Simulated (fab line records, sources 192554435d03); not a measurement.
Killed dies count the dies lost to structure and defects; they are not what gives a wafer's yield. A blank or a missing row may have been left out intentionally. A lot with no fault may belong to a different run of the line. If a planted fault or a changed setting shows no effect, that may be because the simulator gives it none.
A struck lot beside a sound one	flow n5-finfet	16 steps out of a route of 1938
Sound: the wafers L554.2, L554.3, L554.6. Struck: wafer L563.2; the same lot's L563.3 was not struck, so it is left out; see the end for the cause.
For every step that has rows: the tool of each side, followed by ch and its chambers, followed by its first start. Under that, the readings that differ: sound wafers	struck wafers	difference of the means	sigmas: that difference in standard deviations of wafers without a fault.
alike: a reading whose means differ by less than 2 such deviations, as well as words and numbers matching on both sides. not compared: withheld readings; readings where some wafer has no value; bounds like >300 that might hide an equal value; numbers whose values overlap and for which the record gives no deviation.
Wherever a step has rows on one side only, a row that says differs or no value, or a row with sigmas, the two part there. Numbers that have no deviation but don't overlap get no sigmas and don't part them. A reading missing from all wafers of one side parts the sides only when that side holds two or more wafers.

first, 2 steps without rows for these wafers: N5_STI_FIN_REVEAL_STRIP_35 (strips Si3N4 in H3PO4, target depth 4 nm, time 39 s); N5_STI_FIN_REVEAL_SRD_21 (time 30 s).
N5_STI_FIN_REVEAL_OXIDATION_33: chemistry O2 PLASMA REMOTE, time 20 s.
  sound on plasma-asher-02 ch 0,1, day 3 19:00; struck on plasma-asher-02 ch 1, day 6 07:45
  alike: drypump-motor-current-A, heater-power-w
  not compared: rf-hours-counter-h
then, 2 steps without rows for these wafers: N5_STI_FIN_REVEAL_CLEAN_19 (cleans in O3/DIW, time 120 s); N5_STI_FIN_REVEAL_SRD_23 (time 30 s).
N5_STI_FIN_REVEAL_CD_MEAS_22: target cd 6.238 nm, pitch 28 nm.
  struck on cd-sem-03, day 6 07:55; sound on cd-sem-02, day 3 19:10
  alike: cd-nm
N5_STI_FIN_REVEAL_FIN_H_MEAS_10:
  struck on ocd-02, day 6 07:57; sound on ocd-02, day 3 19:12
  alike: trench-depth-nm
then, 2 steps without rows for these wafers: N5_STI_FIN_REVEAL_PRECLEAN_18 (cleans in SC2, time 45 s); N5_STI_FIN_REVEAL_SRD_28 (time 30 s).
N5_STI_FIN_REVEAL_INSPECT_13: inspects for defects (darkfield).
  struck on defect-inspect-01, day 6 08:02; sound on defect-inspect-01, day 3 19:17
  alike: raw-defect-count
then, 2 steps without rows for these wafers: N5_DUMMY_GATE_PRECLEAN_00 (cleans in O3/DIW, time 60 s); N5_DUMMY_GATE_SRD_01 (time 30 s).
N5_DUMMY_GATE_ALD_02: deposits SiO2, target thk 2 nm, pulse time 1 s.
  sound on ald-sin-02 ch 0,2, day 3 19:23; struck on ald-sin-04 ch 1, day 6 08:08
reading	sound	struck	difference	sigmas
precursor-pulse-height-rel	1.001 0.979 1.010	1.041	+0.044	+2
model.SiO2_of_DUMMY_GATE_ALD_02.thk-nm (nm)	2 2 2	1.6	-0.4	
  alike: heater-power-outer-w, heater-power-w
then, 1 step without rows for these wafers: N5_DUMMY_GATE_CVD_03 (deposits a-Si from SiH4, target thk 150 nm, time 8042 s).
-- here the record skips 7 days between the struck wafers' starts before and after, leaving off in module DUMMY_GATE and picking up in module BEOL_M4 (first step shown: number 1111 of the route) --
N5_BEOL_M4_RC_MEAS_101:
  sound on prober-02 ch 0, day 11 06:26; struck on prober-02 ch 0, day 13 01:52
reading	sound	struck	difference	sigmas
DIBL_N (mV/V)	37.1 36.7 36.3	34.1	-2.6	-2
  alike: DIBL_P, IOFF_N, IOFF_P, ION_N, ION_P, SS_N, SS_P, VT_N, VT_P
N5_PASSIVATION_PROBE_49:
  the record holds rows for the sound wafers here (prober-02, day 15 14:55) but none for the struck ones

== WHERE THEY PART ==
Last at N5_PASSIVATION_PROBE_49 as far as this record goes, first at N5_DUMMY_GATE_ALD_02.

WHY: the cause the simulator had injected
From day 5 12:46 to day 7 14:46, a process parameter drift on ald-sin-04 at N5_DUMMY_GATE_ALD_02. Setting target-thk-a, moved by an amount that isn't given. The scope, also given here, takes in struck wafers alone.
